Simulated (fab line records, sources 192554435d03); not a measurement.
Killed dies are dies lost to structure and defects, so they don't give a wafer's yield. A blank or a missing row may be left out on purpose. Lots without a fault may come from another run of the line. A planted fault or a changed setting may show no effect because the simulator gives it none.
Which tool did it? | flow n5_finfet | 9 lots, 27 wafers sampled, at 5 steps of a route of 1938

WHAT THE GAUGES READ, wafer by wafer
N5_BEOL_M4_RC_MEAS_101. Usual: DIBL_N 36.3 mV/V, standard deviation 1.2; DIBL_P 36.3 mV/V, standard deviation 1.4; IOFF_N 0.157 nA/um, standard deviation 0.02; IOFF_P 0.22 nA/um, standard deviation 0.033; ION_N 675 uA/um, standard deviation 9.6; ION_P 465 uA/um, standard deviation 8.2; SS_N 71.4 mV/dec, standard deviation 0.45; SS_P 73.3 mV/dec, standard deviation 0.54; VT_N 249.8 mV, standard deviation 2.5; VT_P -249 mV, standard deviation 3.2.
lot  | measured     | on        | DIBL_N (mV/V)  | DIBL_P (mV/V)  | IOFF_N (nA/um)    | IOFF_P (nA/um) | ION_N (uA/um) | ION_P (uA/um) | SS_N (mV/dec)  | SS_P (mV/dec)  | VT_N (mV)         | VT_P (mV)      | flag
L871 | day 8 02:21  | prober-01 | 37.2 36.6 35.3 | 38.5 37.3 36.4 | 0.169 0.150 0.137 | 0.23 0.21 0.20 | 681 676 661   | 466 467 457   | 71.4 71.6 71.5 | 72.8 72.7 73.0 | 246.2 249.8 251.9 | -249 -251 -252 |
L873 | day 8 19:53  | prober-01 | 34.6 35.1 35.3 | 34.8 34.9 35.1 | 0.128 0.132 0.137 | 0.16 0.17 0.17 | 665 662 668   | 455 453 455   | 71.2 71.7 71.2 | 72.0 72.3 71.9 | 251.3 251.7 253.9 | -256 -253 -254 |
L875 | day 9 17:05  | prober-01 | 36.7 36.6 36.4 | 36.7 36.2 36.4 | 0.185 0.163 0.179 | 0.25 0.23 0.25 | 695 679 695   | 475 466 477   | 72.2 71.9 71.0 | 73.9 72.6 72.6 | 247.5 250.2 246.5 | -249 -249 -246 |
L874 | day 9 23:38  | prober-01 | 36.5 37.5 36.6 | 35.2 37.4 34.6 | 0.145 0.176 0.138 | 0.20 0.24 0.19 | 677 690 674   | 465 477 460   | 71.7 71.7 71.2 | 73.1 73.4 73.4 | 253.5 246.0 252.7 | -251 -247 -251 |
L878 | day 10 18:29 | prober-02 | 37.6 35.8 35.3 | 37.5 34.8 34.3 | 0.184 0.135 0.135 | 0.22 0.17 0.17 | 686 662 664   | 470 449 458   | 71.3 71.1 71.0 | 73.1 72.5 72.0 | 244.6 250.2 251.1 | -247 -251 -251 |
L884 | day 11 12:14 | prober-01 | 34.5 34.2 33.8 | 34.8 34.3 34.0 | 0.155 0.146 0.141 | 0.19 0.18 0.17 | 679 681 670   | 468 459 459   | 71.6 70.7 71.5 | 73.8 72.8 72.9 | 249.4 247.7 248.8 | -252 -255 -256 |
L885 | day 12 12:53 | prober-02 | 37.1 36.4 34.7 | 37.0 36.4 34.0 | 0.156 0.154 0.120 | 0.22 0.21 0.18 | 666 671 660   | 459 457 453   | 71.4 72.1 70.6 | 74.0 73.0 73.4 | 250.1 252.0 254.0 | -249 -251 -253 |
L887 | day 12 10:00 | prober-02 | 36.0 36.0 36.0 | 35.9 36.1 36.1 | 0.160 0.152 0.159 | 0.20 0.20 0.20 | 683 672 685   | 463 461 463   | 71.2 71.7 71.2 | 73.4 72.8 72.5 | 249.9 249.2 248.5 | -250 -252 -251 |
L888 | day 13 11:38 | prober-02 | 35.0 35.3 34.5 | 35.0 35.0 33.3 | 0.143 0.149 0.137 | 0.25 0.23 0.21 | 674 677 687   | 464 472 473   | 72.2 71.7 71.4 | 73.6 73.6 73.2 | 251.8 252.1 250.9 | -248 -247 -248 |

WHICH TOOL RAN EACH LOT (tool, then ch and the chambers of the sampled wafers, then the start)
lot  | N5_HKMG_FIN_ETCHBACK_68          | N5_GATE_CUT_CMP_02           | N5_GATE_CUT_COAT_27              | N5_GATE_CUT_DESCUM_18
L871 | rie_metal-01 ch 0, day 4 12:11   | cmp-01 ch 1,2,3, day 4 17:14 | litho_track-04 ch 0, day 4 17:38 | rie_diel-02 ch 0,1, day 4 18:01
L873 | rie_metal-01 ch 0, day 4 19:24   | cmp-01 ch 2,3, day 5 00:35   | litho_track-01 ch 0, day 5 00:59 | rie_diel-04 ch 0,1,2, day 5 01:32
L875 | rie_metal-02 ch 0,1, day 5 08:17 | cmp-03 ch 0,1,3, day 5 13:49 | litho_track-01 ch 0, day 5 14:10 | rie_diel-04 ch 0,1, day 5 14:41
L874 | rie_metal-02 ch 0,1, day 5 10:24 | cmp-01 ch 1,2,3, day 5 15:32 | litho_track-02 ch 0, day 5 15:51 | rie_diel-05 ch 1,2, day 5 16:14
L878 | rie_metal-02 ch 0,1, day 6 02:56 | cmp-03 ch 0,3, day 6 07:49   | litho_track-01 ch 0, day 6 08:13 | rie_diel-02 ch 0,1,2, day 6 08:44
L884 | rie_metal-03 ch 0,1, day 7 09:37 | cmp-01 ch 1,2, day 7 14:18   | litho_track-04 ch 0, day 7 14:40 | rie_diel-05 ch 0,1, day 7 15:11
L885 | rie_metal-01 ch 0,1, day 7 18:34 | cmp-04 ch 0,1,3, day 7 23:17 | litho_track-04 ch 0, day 7 23:41 | rie_diel-05 ch 1,2,3, day 8 00:12
L887 | rie_metal-03 ch 0,1, day 8 05:32 | cmp-04 ch 2,3, day 8 10:16   | litho_track-04 ch 0, day 8 10:40 | rie_diel-02 ch 0,2,3, day 8 11:03
L888 | rie_metal-01 ch 0,1, day 8 14:37 | cmp-01 ch 0,1,3, day 8 19:25 | litho_track-04 ch 0, day 8 19:44 | rie_diel-02 ch 0,2, day 8 20:07
- N5_HKMG_FIN_ETCHBACK_68: etches the open film in Cl2/Ar, stops on HfO2, target depth 0.5 nm.
- N5_GATE_CUT_CMP_02: polishes, stops on SiO2, t overpolish 12.7 s, target thk 0 nm.
- N5_GATE_CUT_COAT_27: time 60 s, resist thk 10 nm.
- N5_GATE_CUT_DESCUM_18: chemistry O2, time 7 s.

WHAT THE TOOLS THEMSELVES READ (means of the sampled wafers that have a number; where no wafer has one, the mark that the record gives instead)
N5_HKMG_FIN_ETCHBACK_68. Usual: drypump_motor_current_A 6.0 A, standard deviation 0.4; oes_product_au 0.77 a.u., standard deviation 0.099; throttle_valve_pct 20.69 %, standard deviation 0.16.
lot  | tool         | drypump_motor_current_A (A) | oes_product_au (a.u.) | throttle_valve_pct (%) | flag
L871 | rie_metal-01 | 5.8                         | 0.96                  | 20.58                  |
L873 | rie_metal-01 | 5.8                         | 0.93                  | 20.60                  |
L875 | rie_metal-02 | 6.4                         | 0.69                  | 20.71                  |
L874 | rie_metal-02 | 6.4                         | 0.74                  | 20.65                  |
L878 | rie_metal-02 | 6.5                         | 0.73                  | 20.66                  |
L884 | rie_metal-03 | 6.1                         | 0.72                  | 20.88                  |
L885 | rie_metal-01 | 5.6                         | 0.86                  | 20.58                  |
L887 | rie_metal-03 | 6.1                         | 0.71                  | 20.89                  |
L888 | rie_metal-01 | 5.6                         | 0.85                  | 20.59                  |

N5_GATE_CUT_CMP_02. Usual: motor_current_A 8.6 A, standard deviation 1.3; overpolish_run_s 12.699 s, standard deviation 0.01; retaining_ring_pressure_frac 1.000, standard deviation 0.0048; slurry_flow_ml_min 150.0, standard deviation 0.47; time_to_endpoint_s 25.4 s, standard deviation 1.7.
lot  | tool   | motor_current_A (A) | overpolish_run_s (s) | retaining_ring_pressure_frac | slurry_flow_ml_min | time_to_endpoint_s (s) | flag
L871 | cmp-01 | 9.1                 | 12.716               | 1.000                        | 150.0              | 23.5                   |
L873 | cmp-01 | 9.0                 | 12.698               | 0.996                        | 150.0              | 24.7                   |
L875 | cmp-03 | 9.3                 | 12.701               | 1.000                        | 150.0              | 25.3                   |
L874 | cmp-01 | 8.9                 | 12.705               | 0.997                        | 149.9              | 27.4                   |
L878 | cmp-03 | 8.1                 | 12.701               | 1.004                        | 150.3              | 26.0                   |
L884 | cmp-01 | 8.8                 | 12.700               | 0.997                        | 150.1              | 24.4                   |
L885 | cmp-04 | 8.6                 | 12.700               | 1.003                        | 150.2              | 24.7                   |
L887 | cmp-04 | 7.6                 | 12.707               | 1.000                        | 149.5              | 25.8                   |
L888 | cmp-01 | 8.6                 | 12.708               | 1.000                        | 150.3              | 24.3                   |

N5_GATE_CUT_COAT_27. Usual: heater_power_total_W 391.9 W, standard deviation 1.3; plate_temp_C 204.96 C, standard deviation 0.16; spin_speed_rpm 1499.9 rpm, standard deviation 1.2.
lot  | tool           | heater_power_total_W (W) | plate_temp_C (C) | spin_speed_rpm (rpm) | flag
L871 | litho_track-04 | 392.4                    | 205.17           | 1499.8               |
L873 | litho_track-01 | 392.2                    | 205.22           | 1497.8               |
L875 | litho_track-01 | 393.0                    | 205.05           | 1501.4               |
L874 | litho_track-02 | 393.3                    | 204.97           | 1500.3               |
L878 | litho_track-01 | 393.0                    | 204.88           | 1498.9               |
L884 | litho_track-04 | 392.1                    | 205.12           | 1499.4               |
L885 | litho_track-04 | 392.7                    | 204.93           | 1498.7               |
L887 | litho_track-04 | 407.7                    | 211.87           | 1499.2               | OFF
L888 | litho_track-04 | 408.2                    | 211.94           | 1499.5               | OFF

N5_GATE_CUT_DESCUM_18. Usual: drypump_motor_current_A 5.8 A, standard deviation 0.51; oes_product_au 0.74 a.u., standard deviation 0.059; rf_vpp_V 242.9 V, standard deviation 1.1; showerhead_plenum_p_Torr 2.08 Torr, standard deviation 0.062; throttle_valve_pct 20.55 %, standard deviation 0.24.
lot  | tool        | drypump_motor_current_A (A) | oes_product_au (a.u.) | rf_vpp_V (V) | showerhead_plenum_p_Torr (Torr) | throttle_valve_pct (%) | flag
L871 | rie_diel-02 | 6.0                         | 0.72                  | 242.4        | 2.04                            | 20.63                  |
L873 | rie_diel-04 | 6.1                         | 0.78                  | 242.9        | 2.10                            | 20.52                  |
L875 | rie_diel-04 | 6.3                         | 0.76                  | 242.4        | 2.06                            | 20.55                  |
L874 | rie_diel-05 | 6.3                         | 0.71                  | 242.7        | 2.07                            | 20.53                  |
L878 | rie_diel-02 | 5.8                         | 0.73                  | 242.5        | 2.05                            | 20.45                  |
L884 | rie_diel-05 | 5.8                         | 0.70                  | 242.3        | 2.07                            | 20.57                  |
L885 | rie_diel-05 | 5.9                         | 0.71                  | 242.9        | 2.07                            | 20.65                  |
L887 | rie_diel-02 | 5.4                         | 0.74                  | 243.4        | 2.09                            | 20.59                  |
L888 | rie_diel-02 | 5.9                         | 0.72                  | 243.7        | 2.08                            | 20.64                  |

THE ANSWER, worked out from the rows above alone
Rule: a lot is off if the mean of its wafers that have a number lies more than 3 standard deviations from the usual mean. A lot without any number at a reading at which 4 lots or more have one is off too. The other lots that the step has rows for count as sound. The gauges are gone through in route order, then the tools' own readings, and for those a lot's mean is taken as printed above. The first step at which some lot is off is used, and at that step the reading that is off furthest; a lot without a number counts as furthest.
Off: L887, L888, at N5_GATE_CUT_COAT_27 (plate_temp_C).
A tool fits if, at that step or a process step before it, it ran every lot that is off, and no sound lot after the first of them. One fits: litho_track-04 at N5_GATE_CUT_COAT_27. Its last sound lot is L885 (day 7 23:41), its first lot that is off L887 (day 8 10:40): a fault that began between those two fits.
The tool's own readings at N5_GATE_CUT_COAT_27 bear it out: on the lots that are off they differ by more than 5 times the standard deviation of the sound lots' means. heater_power_total_W reads 407.9 W there against 392.7 W on the sound lots; plate_temp_C reads 211.91 C there against 205.05 C on the sound lots.

WHAT THE SIMULATOR HAD PUT IN
Process parameter drift: litho_track-04, from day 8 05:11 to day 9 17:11, at N5_GATE_CUT_COAT_27. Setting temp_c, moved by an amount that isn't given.
Lots struck among those shown: L887, L888. The rule above found the same.
